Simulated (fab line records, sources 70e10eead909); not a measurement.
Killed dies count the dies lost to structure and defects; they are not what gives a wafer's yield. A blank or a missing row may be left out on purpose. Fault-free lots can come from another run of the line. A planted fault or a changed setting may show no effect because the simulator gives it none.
Which tool was responsible? + flow nand_harc + 24 lots, 72 wafers sampled, at 6 steps of a route of 1302

## WHAT THE GAUGES READ, wafer by wafer
NHARC_P_M0_INSPECT_11.
| lot  | measured     | on                | raw_defect_count |
|------|--------------|-------------------|------------------|
| L074 | day 6 09:13  | defect_inspect-01 | 7 10 3           |
| L075 | day 6 09:58  | defect_inspect-01 | 1 9 1            |
| L076 | day 7 01:48  | defect_inspect-01 | 3 4 4            |
| L077 | day 7 03:31  | defect_inspect-02 | 1 2 0            |
| L078 | day 7 19:59  | defect_inspect-01 | 6 3 0            |
| L079 | day 8 04:27  | defect_inspect-02 | 3 2 2            |
| L080 | day 9 00:01  | defect_inspect-01 | 3 2 3            |
| L081 | day 9 00:33  | defect_inspect-01 | 7 2 5            |
| L082 | day 9 13:08  | defect_inspect-01 | 11 5 16          |
| L083 | day 9 17:33  | defect_inspect-01 | 4 5 4            |
| L084 | day 10 02:23 | defect_inspect-01 | 6 7 8            |
| L085 | day 10 13:24 | defect_inspect-01 | 5 7 10           |
| L086 | day 10 19:53 | defect_inspect-01 | 1 3 5            |
| L087 | day 11 13:40 | defect_inspect-01 | 8 5 5            |
| L088 | day 12 02:56 | defect_inspect-01 | 8 5 2            |
| L089 | day 12 03:50 | defect_inspect-02 | 4 6 1            |
| L090 | day 12 18:25 | defect_inspect-01 | 6 7 5            |
| L091 | day 12 22:45 | defect_inspect-01 | 8 6 1            |
| L092 | day 13 14:46 | defect_inspect-01 | 3 4 4            |
| L093 | day 13 22:37 | defect_inspect-01 | 7 6 7            |
| L094 | day 14 10:53 | defect_inspect-02 | 7 4 5            |
| L095 | day 15 09:27 | defect_inspect-02 | 3 4 2            |
| L096 | day 15 11:43 | defect_inspect-02 | 5 3 2            |
| L097 | day 15 21:20 | defect_inspect-01 | 7 5 10           |

NHARC_P_M0_INSPECT_27.
| lot  | measured     | on                | raw_defect_count |
|------|--------------|-------------------|------------------|
| L074 | day 6 11:51  | defect_inspect-01 | 180 191 183      |
| L075 | day 6 12:32  | defect_inspect-02 | 315 149 250      |
| L076 | day 7 04:22  | defect_inspect-02 | 359 419 452      |
| L077 | day 7 06:02  | defect_inspect-02 | 199 169 275      |
| L078 | day 7 22:34  | defect_inspect-01 | 169 179 196      |
| L079 | day 8 07:06  | defect_inspect-02 | 296 282 197      |
| L080 | day 9 02:32  | defect_inspect-02 | 261 145 333      |
| L081 | day 9 03:10  | defect_inspect-02 | 623 204 296      |
| L082 | day 9 15:40  | defect_inspect-01 | 326 313 284      |
| L083 | day 9 20:15  | defect_inspect-02 | 420 419 252      |
| L084 | day 10 04:56 | defect_inspect-01 | 366 235 177      |
| L085 | day 10 15:55 | defect_inspect-01 | 297 367 509      |
| L086 | day 10 22:34 | defect_inspect-01 | 328 244 225      |
| L087 | day 11 16:20 | defect_inspect-02 | 505 681 440      |
| L088 | day 12 05:30 | defect_inspect-01 | 439 252 135      |
| L089 | day 12 06:22 | defect_inspect-01 | 228 215 261      |
| L090 | day 12 20:58 | defect_inspect-02 | 356 456 389      |
| L091 | day 13 01:31 | defect_inspect-01 | 287 394 201      |
| L092 | day 13 17:19 | defect_inspect-01 | 249 377 254      |
| L093 | day 14 01:10 | defect_inspect-02 | 208 194 179      |
| L094 | day 14 13:34 | defect_inspect-02 | 178 392 212      |
| L095 | day 15 11:58 | defect_inspect-02 | 144 137 234      |
| L096 | day 15 14:14 | defect_inspect-02 | 267 216 232      |
| L097 | day 15 23:52 | defect_inspect-02 | 212 233 230      |

NHARC_P_BONDPAD_CD_MEAS_09: the cd target is 500 nm.
| lot  | measured     | on        | cd_nm (nm)        |
|------|--------------|-----------|-------------------|
| L074 | day 6 22:08  | cd_sem-02 | 505.2 502.8 500.8 |
| L075 | day 6 22:54  | cd_sem-03 | 500.7 500.4 499.8 |
| L076 | day 7 14:11  | cd_sem-03 | 503.8 506.1 503.7 |
| L077 | day 7 15:59  | cd_sem-01 | 500.7 504.9 504.8 |
| L078 | day 8 09:11  | cd_sem-01 | 500.3 498.3 500.7 |
| L079 | day 8 17:11  | cd_sem-01 | 499.6 500.1 500.0 |
| L080 | day 9 14:02  | cd_sem-02 | 506.3 503.9 501.7 |
| L081 | day 9 13:52  | cd_sem-03 | 504.1 504.9 503.4 |
| L082 | day 10 02:59 | cd_sem-01 | 500.5 501.6 501.1 |
| L083 | day 10 06:52 | cd_sem-01 | 499.9 498.9 500.2 |
| L084 | day 10 14:56 | cd_sem-03 | 499.6 504.2 504.6 |
| L085 | day 11 01:56 | cd_sem-01 | 505.3 505.8 501.6 |
| L086 | day 11 08:43 | cd_sem-01 | 500.3 499.5 497.3 |
| L087 | day 12 02:28 | cd_sem-02 | 502.9 501.3 502.4 |
| L088 | day 12 15:31 | cd_sem-03 | 503.0 504.2 505.5 |
| L089 | day 12 16:35 | cd_sem-02 | 497.9 501.4 498.0 |
| L090 | day 13 06:58 | cd_sem-02 | 499.9 496.7 498.1 |
| L091 | day 13 11:47 | cd_sem-03 | 503.7 499.7 502.1 |
| L092 | day 14 03:52 | cd_sem-02 | 503.8 500.5 505.1 |
| L093 | day 14 11:17 | cd_sem-02 | 501.1 501.8 501.8 |
| L094 | day 14 23:43 | cd_sem-03 | 504.7 500.6 499.0 |
| L095 | day 15 22:04 | cd_sem-01 | 503.5 507.4 503.7 |
| L096 | day 16 00:31 | cd_sem-01 | 502.5 501.0 501.4 |
| L097 | day 16 10:14 | cd_sem-02 | 505.1 505.8 498.5 |

## EACH LOT AND THE TOOL THAT RAN IT (in order: tool; ch and the chambers of the sampled wafers; start)
| lot  | NHARC_P_M0_ETCH_15                            | NHARC_P_M0_DEP_32               | NHARC_P_M1_ETCH_15                            |
|------|-----------------------------------------------|---------------------------------|-----------------------------------------------|
| L074 | rie_diel-13 ch 0,1,3, day 6 11:51 or earlier  | pecvd-04 ch 0,1,2, day 6 12:08  | rie_diel-09 ch 0,1,3, day 6 22:08 or earlier  |
| L075 | rie_diel-07 ch 0,3, day 6 12:32 or earlier    | pecvd-04 ch 0,1,2, day 6 12:45  | rie_diel-09 ch 1,2, day 6 22:54 or earlier    |
| L076 | rie_diel-07 ch 2,3, day 7 04:22 or earlier    | pecvd-03 ch 0,1, day 7 04:34    | rie_diel-11 ch 2,3, day 7 14:11 or earlier    |
| L077 | rie_diel-07 ch 1,2, day 7 06:02 or earlier    | pecvd-01 ch 0,1, day 7 06:16    | rie_diel-11 ch 1,2,3, day 7 15:59 or earlier  |
| L078 | rie_diel-07 ch 1,2,3, day 7 22:34 or earlier  | pecvd-03 ch 0,1, day 7 22:46    | rie_diel-10 ch 1,2,3, day 8 09:11 or earlier  |
| L079 | rie_diel-07 ch 1,2, day 8 07:06 or earlier    | pecvd-01 ch 0,2, day 8 07:20    | rie_diel-11 ch 0,1,3, day 8 17:11 or earlier  |
| L080 | rie_diel-07 ch 0,2,3, day 9 02:32 or earlier  | pecvd-04 ch 0,1,2, day 9 02:41  | rie_diel-11 ch 0,1, day 9 14:02 or earlier    |
| L081 | rie_diel-04 ch 2,3, day 9 03:10 or earlier    | pecvd-04 ch 0,1,2, day 9 03:28  | rie_diel-11 ch 0,2,3, day 9 13:52 or earlier  |
| L082 | rie_diel-07 ch 0,1,2, day 9 15:40 or earlier  | pecvd-03 ch 0,2, day 9 15:49    | rie_diel-11 ch 0,2,3, day 10 02:59 or earlier |
| L083 | rie_diel-07 ch 1,3, day 9 20:15 or earlier    | pecvd-01 ch 0,1, day 9 20:24    | rie_diel-09 ch 0,2, day 10 06:52 or earlier   |
| L084 | rie_diel-07 ch 0,2,3, day 10 04:56 or earlier | pecvd-03 ch 0,2, day 10 05:08   | rie_diel-09 ch 0,2,3, day 10 14:56 or earlier |
| L085 | rie_diel-04 ch 1,2, day 10 15:55 or earlier   | pecvd-03 ch 0,1,2, day 10 16:09 | rie_diel-11 ch 1,3, day 11 01:56 or earlier   |
| L086 | rie_diel-07 ch 0,2,3, day 10 22:34 or earlier | pecvd-04 ch 1,2, day 10 22:46   | rie_diel-11 ch 1,2, day 11 08:43 or earlier   |
| L087 | rie_diel-04 ch 0,2,3, day 11 16:20 or earlier | pecvd-04 ch 0,2, day 11 16:28   | rie_diel-09 ch 0,2, day 12 02:28 or earlier   |
| L088 | rie_diel-13 ch 0,2,3, day 12 05:30 or earlier | pecvd-03 ch 0,1,2, day 12 05:39 | rie_diel-10 ch 0,1, day 12 15:31 or earlier   |
| L089 | rie_diel-13 ch 1,2, day 12 06:22 or earlier   | pecvd-03 ch 0,2, day 12 06:43   | rie_diel-09 ch 2,3, day 12 16:35 or earlier   |
| L090 | rie_diel-07 ch 0,1, day 12 20:58 or earlier   | pecvd-03 ch 0,2, day 12 21:08   | rie_diel-09 ch 1,3, day 13 06:58 or earlier   |
| L091 | rie_diel-07 ch 0,1,3, day 13 01:31 or earlier | pecvd-03 ch 0,2, day 13 01:44   | rie_diel-11 ch 0,2, day 13 11:47 or earlier   |
| L092 | rie_diel-04 ch 1,2, day 13 17:19 or earlier   | pecvd-01 ch 0,1,2, day 13 17:44 | rie_diel-09 ch 0,1,3, day 14 03:52 or earlier |
| L093 | rie_diel-04 ch 0,2,3, day 14 01:10 or earlier | pecvd-03 ch 0,1, day 14 01:18   | rie_diel-09 ch 0,1,3, day 14 11:17 or earlier |
| L094 | rie_diel-07 ch 1,2, day 14 13:34 or earlier   | pecvd-03 ch 0,1, day 14 13:43   | rie_diel-11 ch 0,1,3, day 14 23:43 or earlier |
| L095 | rie_diel-07 ch 0,1,3, day 15 11:58 or earlier | pecvd-03 ch 0,1,2, day 15 12:10 | rie_diel-11 ch 0,1,2, day 15 22:04 or earlier |
| L096 | rie_diel-04 ch 2,3, day 15 14:14 or earlier   | pecvd-01 ch 0,1,2, day 15 14:26 | rie_diel-11 ch 0,1,2, day 16 00:31 or earlier |
| L097 | rie_diel-07 ch 0,1,2, day 15 23:52 or earlier | pecvd-01 ch 0,1,2, day 16 00:01 | rie_diel-11 ch 0,1,2, day 16 10:14 or earlier |
- NHARC_P_M0_ETCH_15: etches the open film in C4F8/Ar, target depth 150 nm, overetch 15 nm, time 82.5 s.
- NHARC_P_M0_DEP_32: deposits SiCN, target thk 30 nm.
- NHARC_P_M1_ETCH_15: etches the open film in C4F8/Ar, target depth 182.5 nm, time 91.2 s.

## AS READ BY THE TOOLS THEMSELVES (means over the sampled wafers that have a number; for cases with no such wafer, the mark the record gives instead)
NHARC_P_M0_ETCH_15.
| lot  | tool        | oes_product_au (a.u.) | rf_vpp_V (V) |
|------|-------------|-----------------------|--------------|
| L074 | rie_diel-13 | 0.949                 | 441.8        |
| L075 | rie_diel-07 | 0.978                 | 444.2        |
| L076 | rie_diel-07 | 0.974                 | 441.6        |
| L077 | rie_diel-07 | 0.971                 | 438.4        |
| L078 | rie_diel-07 | 0.977                 | 440.1        |
| L079 | rie_diel-07 | 0.978                 | 439.7        |
| L080 | rie_diel-07 | 0.967                 | 442.1        |
| L081 | rie_diel-04 | 0.990                 | 442.6        |
| L082 | rie_diel-07 | 0.968                 | 440.2        |
| L083 | rie_diel-07 | 0.982                 | 439.5        |
| L084 | rie_diel-07 | 0.978                 | 442.3        |
| L085 | rie_diel-04 | 0.972                 | 443.1        |
| L086 | rie_diel-07 | 0.952                 | 442.2        |
| L087 | rie_diel-04 | 0.953                 | 442.8        |
| L088 | rie_diel-13 | 0.965                 | 439.3        |
| L089 | rie_diel-13 | 0.969                 | 439.9        |
| L090 | rie_diel-07 | 0.961                 | 439.2        |
| L091 | rie_diel-07 | 0.946                 | 440.3        |
| L092 | rie_diel-04 | 0.978                 | 443.1        |
| L093 | rie_diel-04 | 0.968                 | 442.2        |
| L094 | rie_diel-07 | 0.937                 | 437.8        |
| L095 | rie_diel-07 | 0.989                 | 439.7        |
| L096 | rie_diel-04 | 0.971                 | 441.8        |
| L097 | rie_diel-07 | 0.974                 | 440.6        |

NHARC_P_M0_DEP_32.
| lot  | tool     | heater_power_w (W) |
|------|----------|--------------------|
| L074 | pecvd-04 | 628                |
| L075 | pecvd-04 | 654                |
| L076 | pecvd-03 | 510                |
| L077 | pecvd-01 | 578                |
| L078 | pecvd-03 | 499                |
| L079 | pecvd-01 | 593                |
| L080 | pecvd-04 | 628                |
| L081 | pecvd-04 | 631                |
| L082 | pecvd-03 | 582                |
| L083 | pecvd-01 | 571                |
| L084 | pecvd-03 | 603                |
| L085 | pecvd-03 | 593                |
| L086 | pecvd-04 | 634                |
| L087 | pecvd-04 | 615                |
| L088 | pecvd-03 | 552                |
| L089 | pecvd-03 | 579                |
| L090 | pecvd-03 | 591                |
| L091 | pecvd-03 | 608                |
| L092 | pecvd-01 | 640                |
| L093 | pecvd-03 | 467                |
| L094 | pecvd-03 | 490                |
| L095 | pecvd-03 | 573                |
| L096 | pecvd-01 | 672                |
| L097 | pecvd-01 | 632                |

NHARC_P_M1_ETCH_15.
| lot  | tool        | oes_product_au (a.u.) | rf_vpp_V (V) |
|------|-------------|-----------------------|--------------|
| L074 | rie_diel-09 | 0.984                 | 442.2        |
| L075 | rie_diel-09 | 0.917                 | 442.5        |
| L076 | rie_diel-11 | 0.948                 | 441.0        |
| L077 | rie_diel-11 | 0.958                 | 442.9        |
| L078 | rie_diel-10 | 0.964                 | 438.3        |
| L079 | rie_diel-11 | 0.972                 | 440.6        |
| L080 | rie_diel-11 | 0.935                 | 442.8        |
| L081 | rie_diel-11 | 0.964                 | 440.3        |
| L082 | rie_diel-11 | 0.920                 | 440.5        |
| L083 | rie_diel-09 | 0.976                 | 439.2        |
| L084 | rie_diel-09 | 0.983                 | 440.5        |
| L085 | rie_diel-11 | 0.952                 | 441.9        |
| L086 | rie_diel-11 | 0.919                 | 444.9        |
| L087 | rie_diel-09 | 0.930                 | 438.3        |
| L088 | rie_diel-10 | 0.966                 | 441.5        |
| L089 | rie_diel-09 | 0.970                 | 440.3        |
| L090 | rie_diel-09 | 0.962                 | 444.5        |
| L091 | rie_diel-11 | 0.920                 | 440.8        |
| L092 | rie_diel-09 | 0.973                 | 442.6        |
| L093 | rie_diel-09 | 0.981                 | 442.1        |
| L094 | rie_diel-11 | 0.968                 | 441.5        |
| L095 | rie_diel-11 | 0.964                 | 442.6        |
| L096 | rie_diel-11 | 0.954                 | 442.8        |
| L097 | rie_diel-11 | 0.958                 | 442.8        |

## THE ANSWER, worked out from the rows above alone
Rule: the usual values come from the lots themselves. The widest of any qualifying gaps counts: lots, ordered by their means at a reading, are off when they make up no more than a third of the lots, leave a main group of 4 or more, and stand apart from it by 3 or more times the standard deviation of that group's means. A main group is skipped when, at the precision printed for the reading in the tables above, its means are all equal. A lot without any number at a reading at which 4 lots or more have one is off too. Any other lot the step has rows for is counted as sound. First the gauges in route order, then the tools' own readings, where a lot's mean is used as printed above. At the first step where some lot is off, the reading lying furthest off is the one used; lots without a number count as furthest.
No lot is off at any reading shown: from this, nothing can be told.

## WHAT THE SIMULATOR HAD INSERTED
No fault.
